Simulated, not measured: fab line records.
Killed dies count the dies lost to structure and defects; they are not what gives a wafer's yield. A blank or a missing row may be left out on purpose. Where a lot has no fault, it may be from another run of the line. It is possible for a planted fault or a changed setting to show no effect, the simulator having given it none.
fab line records | flow nand_harc
[record] lots = 5 | wafers = 15 | last_day = 33
route steps=1302 shown A_CHANNEL_HOLE_D2@575 A_CHANNEL_FILL_D2@610 END@1302
lots that met no fault: taken from a fault-free run of the same line
start_h: the number of hours between the record's first day and the start of the first shown wafer of the lot | wait_h: how many hours have passed since the lot's step before this one | " as in the row above | L1.1+2: one row covering several wafers at once | - value missing, or start not given | * or withheld: withheld | < > ~ a bound
route shown NAME@n: names a module that has steps shown in the file, with the first one's number in the route | usual: mean and standard deviation over wafers with no fault | same: alike in all rows | chamber/n: place in a boat | sites: the reading at each site | _std_site: standard deviation across them | _edge_site: outer sites' mean less inner sites' | radius_mm: how far each site lies from the wafer's centre | mask NAME#n: copy n | behind: the tool/chamber that last shaped the wafer | hold: why the lot was held/for how many hours/how that ended | device: whichever transistor did not switch (one of n, p or np) | end of line: tests run on the same wafers once the route is complete | step lacking rows: just its recipe | killed: count of dies lost to structure and defects at first sort (not the wafer's yield) | map: per-die view of a wafer (x killed, . not killed, _ where there is no die)
set.NAME: setting as actually run; set.NAME@STEP: the setting as run at that earlier step | model.NAME: the simulator's own value behind a step, which no gauge read
lots seen at some steps along the route; tables by step, rows by wafer
services: the hour from which a tool's chamber was out of use, counted from the record's first day as start_h (under 0 if before that day), plus the number of hours and why
[[steps]]
[step NHARC_A_CHANNEL_HOLE_D2_COAT_37]
[recipe] temp_c = 225 | time_s = 65
[step NHARC_A_CHANNEL_HOLE_D2_COAT_04]
[recipe] spin_rpm = 1500 | resist_thk_nm = 90
[step NHARC_A_CHANNEL_HOLE_D2_SOFTBAKE_05]
[recipe] temp_c = 105 | time_s = 55
[step NHARC_A_CHANNEL_HOLE_D2_EBR_06]
[step NHARC_A_CHANNEL_HOLE_D2_EXPOSE_07]
[recipe] na = 1.35 | target_cd_nm = 100 | sigma_outer = 0.3 | dose_mj = 59.65 | mask_id = HOLE_D2
[step NHARC_A_CHANNEL_HOLE_D2_PEB_08]
[recipe] peb_temp_c = 100 | peb_time_s = 65
[step NHARC_A_CHANNEL_HOLE_D2_DEVELOP_09]
[recipe] develop_time_s = 35 | dev_temp_c = 23
[step NHARC_A_CHANNEL_HOLE_D2_DESCUM_15]
[recipe] time_s = 3 | o2_flow_sccm = 200 | ar_flow_sccm = 0 | bias_power_w = 0 | chemistry = O2
[step NHARC_A_CHANNEL_HOLE_D2_ETCH_38]
[recipe] target_depth_a = 390 | over_etch_frac = 0.3 | time_s = 65 | ion_energy_ev = 80 | cf4_flow_sccm = 150 | ar_flow_sccm = 0 | rf_w = 300 | bias_w = 100 | chemistry = CF4
[step NHARC_A_CHANNEL_HOLE_D2_ETCH_39]
[recipe] target_depth_a = 2600 | over_etch_frac = 0.3 | time_s = 325 | ion_energy_ev = 200 | n2_flow_sccm = 150 | h2_flow_sccm = 150 | ar_flow_sccm = 0 | rf_w = 400 | bias_w = 150 | chemistry = N2/H2
[usual] bias_w = 150.0/0.45 | drypump_motor_current_A = 5.8/0.33 | oes_product_au = 1.000/0.0065 | rf_vpp_V = 429.1/2.5 | showerhead_plenum_p_Torr = 1.99/0.085 | throttle_valve_pct = 14.172/0.0092
lot.wafer | tool        | chamber | start_h | wait_h | bias_w | drypump_motor_current_A | oes_product_au | rf_hours_counter_h | rf_vpp_V | showerhead_plenum_p_Torr | throttle_valve_pct
L679.4    | rie_diel-04 | 2       | 400.52  | -      | 150.0  | 5.9                     | 0.999          | 2.2                | 428.6    | 1.95                     | 14.164
L679.3    | "           | 0       | "       | "      | 150.3  | 5.5                     | 0.996          | 2.0                | 428.7    | 1.98                     | 14.170
L679.2    | "           | 1       | "       | "      | 149.8  | 6.3                     | 1.002          | 2.3                | 427.5    | 1.90                     | 14.169
L680.2    | rie_diel-04 | 1       | 408.59  | -      | 150.1  | 6.3                     | 0.989          | 2.8                | 426.7    | 1.90                     | 14.160
L680.3    | "           | 2       | "       | "      | 151.0  | 5.9                     | 1.009          | 3.0                | 428.8    | 1.95                     | 14.170
L680.6    | "           | 2       | "       | "      | 150.4  | 6.0                     | 1.004          | -                  | 428.0    | 1.95                     | 14.179
L681.3    | rie_diel-04 | 0       | 425.40  | -      | 150.1  | 5.6                     | 1.005          | 3.5                | 428.7    | 1.98                     | 14.177
L681.2    | "           | 1       | "       | "      | 149.9  | 6.3                     | 0.995          | 3.6                | 424.5    | 1.90                     | 14.170
L681.5    | "           | 3       | "       | "      | 149.6  | 6.1                     | 0.994          | -                  | 429.9    | 1.97                     | 14.173
L691.4    | rie_diel-02 | 2       | 511.90  | -      | 150.1  | 5.9                     | 0.993          | 7.5                | 428.1    | 1.90                     | 14.172
L691.3    | "           | 0       | "       | "      | 149.4  | 5.5                     | 0.995          | 7.1                | 432.8    | 2.13                     | 14.184
L691.1    | "           | 1       | "       | "      | 150.8  | 5.6                     | 1.005          | 7.7                | 431.9    | 2.11                     | 14.167
L690.1    | rie_diel-04 | 1       | 524.73  | -      | 149.9  | 6.3                     | 0.993          | 9.2                | 427.0    | 1.90                     | 14.166
L690.3    | "           | 2       | "       | "      | 150.5  | 6.0                     | 1.010          | 9.1                | 426.8    | 1.95                     | 14.182
L690.5    | "           | 1       | "       | "      | 149.5  | 6.3                     | 1.001          | -                  | 425.7    | 1.90                     | 14.167
[step NHARC_A_CHANNEL_HOLE_D2_ETCH_34]
[recipe] target_depth_a = 1540 | time_s = 77 | cf4_flow_sccm = 100 | chf3_flow_sccm = 30 | ar_flow_sccm = 0 | rf_w = 500 | bias_w = 200 | chemistry = CF4/CHF3
[step NHARC_A_CHANNEL_HOLE_D2_ETCH_16]
[recipe] target_depth_a = 31000 | over_etch_frac = 0.3 | time_s = 806 | ion_energy_ev = 150 | o2_flow_sccm = 400 | cos_flow_sccm = 20 | ar_flow_sccm = 0 | rf_w = 500 | bias_w = 300 | chemistry = O2/COS
[step NHARC_A_CHANNEL_HOLE_D2_ETCH_19]
[recipe] bias_v = 1200 | source_w = 2500 | pressure_mtorr = 15 | time_s = 34.5 | ar_flow_sccm = 375 | c4f8_flow_sccm = 28.8 | o2_flow_sccm = 96.2 | temp_c = -20 | target_depth_a = * | chemistry = C4F8/O2/Ar
[step NHARC_A_CHANNEL_HOLE_D2_ETCH_20]
[recipe] bias_v = 3000 | source_w = withheld | pressure_mtorr = 20 | time_s = 361.9 | ar_flow_sccm = 375 | c4f8_flow_sccm = 89.3 | o2_flow_sccm = 35.7 | temp_c = -20 | target_depth_a = 16000 | chemistry = C4F8/O2/Ar
[step NHARC_A_CHANNEL_HOLE_D2_ETCH_21]
[recipe] bias_v = 3000 | source_w = withheld | pressure_mtorr = 20 | time_s = 514.3 | ar_flow_sccm = 375 | c4f8_flow_sccm = 89.3 | o2_flow_sccm = 35.7 | temp_c = -20 | target_depth_a = 16000 | chemistry = C4F8/O2/Ar
[step NHARC_A_CHANNEL_HOLE_D2_ETCH_22]
[recipe] bias_v = 3000 | source_w = withheld | pressure_mtorr = 20 | time_s = 666.7 | ar_flow_sccm = 375 | c4f8_flow_sccm = 89.3 | o2_flow_sccm = 35.7 | temp_c = -20 | target_depth_a = 16000 | chemistry = C4F8/O2/Ar
[step NHARC_A_CHANNEL_HOLE_D2_ETCH_23]
[recipe] bias_v = 5000 | source_w = withheld | pressure_mtorr = 20 | time_s = 819 | ar_flow_sccm = 375 | c4f8_flow_sccm = 89.3 | o2_flow_sccm = 35.7 | temp_c = -20 | target_depth_a = 16000 | chemistry = C4F8/O2/Ar
[step NHARC_A_CHANNEL_HOLE_D2_ETCH_24]
[recipe] bias_v = 5000 | source_w = withheld | pressure_mtorr = 20 | time_s = 906.2 | ar_flow_sccm = 375 | c4f8_flow_sccm = 93.8 | o2_flow_sccm = 31.2 | temp_c = -20 | target_depth_a = 15000 | chemistry = C4F8/O2/Ar
[step NHARC_A_CHANNEL_HOLE_D2_ETCH_25]
[recipe] bias_v = 5000 | source_w = withheld | pressure_mtorr = 20 | time_s = 1040.2 | ar_flow_sccm = 375 | c4f8_flow_sccm = 93.8 | o2_flow_sccm = 31.2 | temp_c = -20 | target_depth_a = 15000 | chemistry = C4F8/O2/Ar
[step NHARC_A_CHANNEL_HOLE_D2_ETCH_26]
[recipe] bias_v = 300 | source_w = 2000 | pressure_mtorr = 30 | time_s = 224.1 | ar_flow_sccm = 375 | c4f8_flow_sccm = 11.4 | o2_flow_sccm = 113.6 | temp_c = -20 | target_depth_a = 3000 | chemistry = C4F8/O2/Ar
[step NHARC_A_CHANNEL_HOLE_D2_ETCH_27]
[recipe] bias_v = 400 | source_w = 2000 | pressure_mtorr = 25 | time_s = 90 | ar_flow_sccm = 375 | c4f8_flow_sccm = 41.7 | o2_flow_sccm = 83.3 | temp_c = -20 | target_depth_a = 4000 | chemistry = C4F8/O2/Ar
[step NHARC_A_CHANNEL_HOLE_D2_STRIP_41]
[recipe] n2_flow_sccm = 150 | h2_flow_sccm = 150 | ar_flow_sccm = 0 | bias_w = 0 | chemistry = N2/H2
[step NHARC_A_CHANNEL_HOLE_D2_STRIP_42]
[recipe] cf4_flow_sccm = 100 | chf3_flow_sccm = 30 | ar_flow_sccm = 0 | bias_w = 0 | chemistry = CF4/CHF3
[step NHARC_A_CHANNEL_HOLE_D2_STRIP_43]
[recipe] o2_flow_sccm = 400 | cos_flow_sccm = 20 | ar_flow_sccm = 0 | bias_w = 0 | chemistry = O2/COS
[step NHARC_A_CHANNEL_HOLE_D2_ETCH_44]
[recipe] target_depth_a = 1400 | overetch_a = 140 | time_s = 77 | ion_energy_ev = 100 | cf4_flow_sccm = 80 | o2_flow_sccm = 20 | ar_flow_sccm = 0 | rf_w = 300 | bias_w = 100 | chemistry = CF4/O2
[step NHARC_A_CHANNEL_HOLE_D2_STRIP_28]
[recipe] o2_flow_sccm = 500 | ar_flow_sccm = 0 | bias_w = 0 | chemistry = O2
[step NHARC_A_CHANNEL_HOLE_D2_PRECLEAN_29]
[recipe] time_s = * | temp_c = 50 | bath_age_min = 0 | chemistry = SC1
[step NHARC_A_CHANNEL_HOLE_D2_SRD_30]
[step NHARC_A_CHANNEL_HOLE_D2_XSEM_32]
[recipe] landing_energy_ev = 35000
[step NHARC_A_CHANNEL_HOLE_D2_INSPECT_40]
[usual] raw_defect_count = 291/84
lot.wafer | tool              | chamber | start_h | wait_h | raw_defect_count
L679.2    | defect_inspect-01 | -       | 407.26  | -      | 842
L679.3    | "                 | -       | "       | "      | 748
L679.4    | "                 | -       | "       | "      | 845
L680.2    | defect_inspect-02 | -       | 415.30  | -      | 999
L680.3    | "                 | -       | "       | "      | 1042
L680.6    | "                 | -       | "       | "      | 1020
L681.2    | defect_inspect-02 | -       | 432.33  | -      | 880
L681.3    | "                 | -       | "       | "      | 833
L681.5    | "                 | -       | "       | "      | 900
L691.1    | defect_inspect-01 | -       | 519.96  | -      | 336
L691.3    | "                 | -       | "       | "      | 464
L691.4    | "                 | -       | "       | "      | 508
L690.1    | defect_inspect-02 | -       | 531.44  | -      | 279
L690.3    | "                 | -       | "       | "      | 223
L690.5    | "                 | -       | "       | "      | 411
[step NHARC_A_CHANNEL_FILL_D2_PRECLEAN_00]
[recipe] time_s = * | temp_c = 50 | bath_age_min = 0 | chemistry = SC1
[step NHARC_END_SORT_01]
[recipe] temp_c = 25
[usual] killed_at_array = 50/14 | killed_at_other = 0.9/1 | killed_at_periphery = 3.9/2.5 | killed_dies = 55/15 | killed_open = 3.5/1.9 | killed_short = 2.5/1.7
[same] gross_dies = 677
lot.wafer | tool      | chamber | start_h | wait_h | killed_at_array | killed_at_other | killed_at_periphery | killed_dies | killed_open | killed_short
L679.2    | prober-02 | 0       | 664.47  | 2.8    | 110             | 0               | 3                   | 113         | 3           | 4
L679.3    | prober-02 | 0       | 665.27  | 3.1    | 121             | 0               | 1                   | 122         | 0           | 6
L679.4    | prober-02 | 0       | 666.07  | 3.4    | 65              | 0               | 1                   | 66          | 3           | 4
L680.2    | prober-01 | 0       | 680.10  | 2.8    | 109             | 0               | 7                   | 116         | 6           | 3
L680.3    | prober-01 | 0       | 680.91  | 3.1    | 79              | 0               | 5                   | 84          | 4           | 3
L680.6    | prober-01 | 0       | 683.33  | 4.0    | 72              | 0               | 6                   | 78          | 5           | 2
L681.2    | prober-02 | 0       | 703.77  | 2.8    | 129             | 0               | 1                   | 130         | 3           | 2
L681.3    | prober-02 | 0       | 704.57  | 3.1    | 137             | 0               | 1                   | 138         | 7           | 1
L681.5    | prober-02 | 0       | 706.18  | 3.7    | 141             | 1               | 3                   | 145         | 5           | 3
// killed by level:class
L679.2 A_CHANNEL_HOLE_D2:unspecified=75 A_CHANNEL_HOLE_D2:chamber_film_flake=12 A_CONTACT:chamber_film_flake=5 A_CHANNEL_HOLE_D1:chamber_film_flake=4 A_BLC:chamber_film_flake=4 A_CHANNEL_FILL_D1:chamber_film_flake=2 P_M1:geometric_particle:open=1 P_M2:geometric_particle:open=1
L679.3 A_CHANNEL_HOLE_D2:unspecified=80 A_CHANNEL_HOLE_D2:chamber_film_flake=16 A_CHANNEL_HOLE_D1:chamber_film_flake=7 A_BLC:chamber_film_flake=6 A_WL_FILL:geometric_particle:short=5 A_CONTACT:chamber_film_flake=5 A_ONON_D1:geometric_particle:short=1 P_ZERO_WELL:chamber_film_flake=1
L679.4 A_CHANNEL_HOLE_D2:unspecified=32 A_CHANNEL_HOLE_D2:chamber_film_flake=13 A_CHANNEL_HOLE_D1:chamber_film_flake=5 A_STAIRCASE:chamber_film_flake=3 A_CONTACT:chamber_film_flake=3 A_CHANNEL_FILL_D1:geometric_particle:short=2 A_BLC:chamber_film_flake=2 P_CONTACT:geometric_particle:short=1
L680.2 A_CHANNEL_HOLE_D2:unspecified=71 A_CHANNEL_HOLE_D1:chamber_film_flake=15 A_CHANNEL_HOLE_D2:chamber_film_flake=7 A_SGD_CUT:chamber_film_flake=5 A_CONTACT:chamber_film_flake=3 P_GATE:chamber_film_flake=2 P_BONDPAD:chamber_film_flake=2 P_CONTACT:geometric_particle:short=1
L680.3 A_CHANNEL_HOLE_D2:unspecified=35 A_CHANNEL_HOLE_D1:chamber_film_flake=17 A_CHANNEL_HOLE_D2:chamber_film_flake=9 A_SGD_CUT:chamber_film_flake=4 A_CONTACT:chamber_film_flake=4 P_GATE:chamber_film_flake=3 A_WL_FILL:geometric_particle:open=2 P_BONDPAD:chamber_film_flake=2
L680.6 A_CHANNEL_HOLE_D2:unspecified=30 A_CHANNEL_HOLE_D1:chamber_film_flake=15 A_CHANNEL_HOLE_D2:chamber_film_flake=11 P_BONDPAD:chamber_film_flake=3 A_SGD_CUT:chamber_film_flake=3 A_ZERO_WELL:chamber_film_flake=2 A_CONTACT:chamber_film_flake=2 P_M0:geometric_particle:open=1
L681.2 A_CHANNEL_HOLE_D2:unspecified=64 A_CHANNEL_HOLE_D1:chamber_film_flake=26 A_CHANNEL_HOLE_D2:chamber_film_flake=22 A_STAIRCASE:chamber_film_flake=4 A_CONTACT:chamber_film_flake=4 A_DECK1_JOINT:chamber_film_flake=2 A_BONDPAD:chamber_film_flake=2 P_STI:geometric_particle:short=1
L681.3 A_CHANNEL_HOLE_D2:unspecified=84 A_CHANNEL_HOLE_D2:chamber_film_flake=22 A_CHANNEL_HOLE_D1:chamber_film_flake=13 A_SLIT:chamber_film_flake=4 A_STAIRCASE:chamber_film_flake=3 A_CHANNEL_FILL_D2:geometric_particle:open=2 P_M0:geometric_particle:open=1 A_CHANNEL_FILL_D1:geometric_particle:open=1
L681.5 A_CHANNEL_HOLE_D2:unspecified=85 A_CHANNEL_HOLE_D1:chamber_film_flake=26 A_CHANNEL_HOLE_D2:chamber_film_flake=12 A_CONTACT:chamber_film_flake=5 A_STAIRCASE:chamber_film_flake=3 A_BONDPAD:chamber_film_flake=3 P_M0:geometric_particle:open=1 A_SOURCE_PLATE:geometric_particle:open=1
// map L679.3 (x killed, . not)
____________.____________
_________......._________
_______.x........._______
______.............______
_____.xx............_____
____x.x..............____
____...xx..x.........____
___...x...............___
___..x...x............___
__..x..................__
__.....................__
_.................x....._
_......................._
_..........x............_
_......................._
_..x...................._
..................x......
.x.xx...............x....
xxxxxx............x......
xxxxxxx..................
xxxxxxxxx................
_xxxxxxx..........x....._
_xxxxxx.........x..x...._
_xxxxxxxx.x............._
_xxxxxx............x...._
_xxxxxxx..........xx...._
__xxxxxx.........xx.x..__
__xxxx.............xxx.__
___xxxx..x.......xx..x___
___xx.x.......x..xxx..___
____x.x..x...........____
____.x..........x....____
_____............x.._____
______.............______
_______........x.._______
_________......._________
____________.____________
// map L680.2 (x killed, . not)
____________.____________
_________......._________
_______.x........._______
______x............______
_____.x............x_____
____.....x...........____
____..x..............____
___...x.x.............___
___...................___
__.....x...............__
__..................x..__
_......................._
_.....x................._
_x....x................._
_.................x....._
_.x...x................._
.............x...........
.........................
.........................
..x..xx..................
.x.x.....................
_xxxxx.xx.x............x_
_.xxxxx...x........x..xx_
_xxxxxx................x_
_xxxxxxx............xxxx_
_xxxxxxxx.............xx_
__xxxxxxx............xx__
__xxxxxxx...........xxx__
___xxxxxx...........xx___
___xxxxx...........xxx___
____xxxx.............____
____x.x.x..........x.____
_____xx...........x._____
______x..x.........______
_______..........._______
_________......._________
____________.____________
[[services]]
tool        | chamber | start_h | hours | kind
rie_diel-04 | 3       | 387.78  | 11.6  | repair
rie_diel-04 | 0       | 388.40  | -     | clean
rie_diel-04 | 1       | 388.40  | -     | clean
rie_diel-04 | 2       | 388.40  | -     | clean
rie_diel-02 | -       | 393.71  | 9.0   | pm
rie_diel-04 | -       | 406.95  | 0.2   | repair
rie_diel-04 | 0       | 412.90  | -     | clean
rie_diel-04 | 1       | 412.90  | -     | clean
rie_diel-04 | 2       | 412.90  | -     | clean
rie_diel-04 | 3       | 412.90  | -     | clean
rie_diel-04 | 0       | 437.40  | -     | clean
rie_diel-04 | 1       | 437.40  | -     | clean
rie_diel-04 | 2       | 437.40  | -     | clean
rie_diel-04 | 3       | 437.40  | -     | clean
rie_diel-04 | 0       | 461.90  | -     | clean
rie_diel-04 | 1       | 461.90  | -     | clean
rie_diel-04 | 2       | 461.90  | -     | clean
rie_diel-04 | 3       | 461.90  | -     | clean
rie_diel-02 | -       | 482.22  | 1.5   | repair
rie_diel-04 | 0       | 486.40  | -     | clean
rie_diel-04 | 1       | 486.40  | -     | clean
rie_diel-04 | 2       | 486.40  | -     | clean
rie_diel-04 | 3       | 486.40  | -     | clean
rie_diel-04 | 0       | 510.90  | -     | clean
[[key]]
[first_sign] step = NHARC_A_CHANNEL_HOLE_D2_INSPECT_40 | reading = raw_defect_count | direction = up | sigmas = 7.3 | usual = 291 | struck = 901
[effect] step = NHARC_END_SORT_01 | reading = killed_at_array | direction = up | sigmas = 4 | usual = 50 | struck = 107 | wafers_moved = 7
[more_kills_born_at] NHARC_A_CHANNEL_HOLE_D2_ETCH_39@rie_diel-04 = 556
met_at NHARC_A_CHANNEL_HOLE_D2_ETCH_39
struck_wafers L679.2,L679.3,L679.4,L680.2,L680.3,L680.6,L681.2,L681.3,L681.5
tester_left_out L679,L680,L681
[fault] kind = chamber_particle_source | tool = rie_diel-04 | chamber = - | onset_h = 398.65 | steps = NHARC_A_CHANNEL_HOLE_D2_ETCH_39 | rate_per_visit_cm2 = 1.0018 | end_h = 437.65
// tester_left_out: of these lots the tester's yield and bins aren't shown, on N5 and GAA mostly nor the transistor test; their killed dies are dies lost to structure and defects alone, not to doping, threshold or leakage, so they don't give the yield
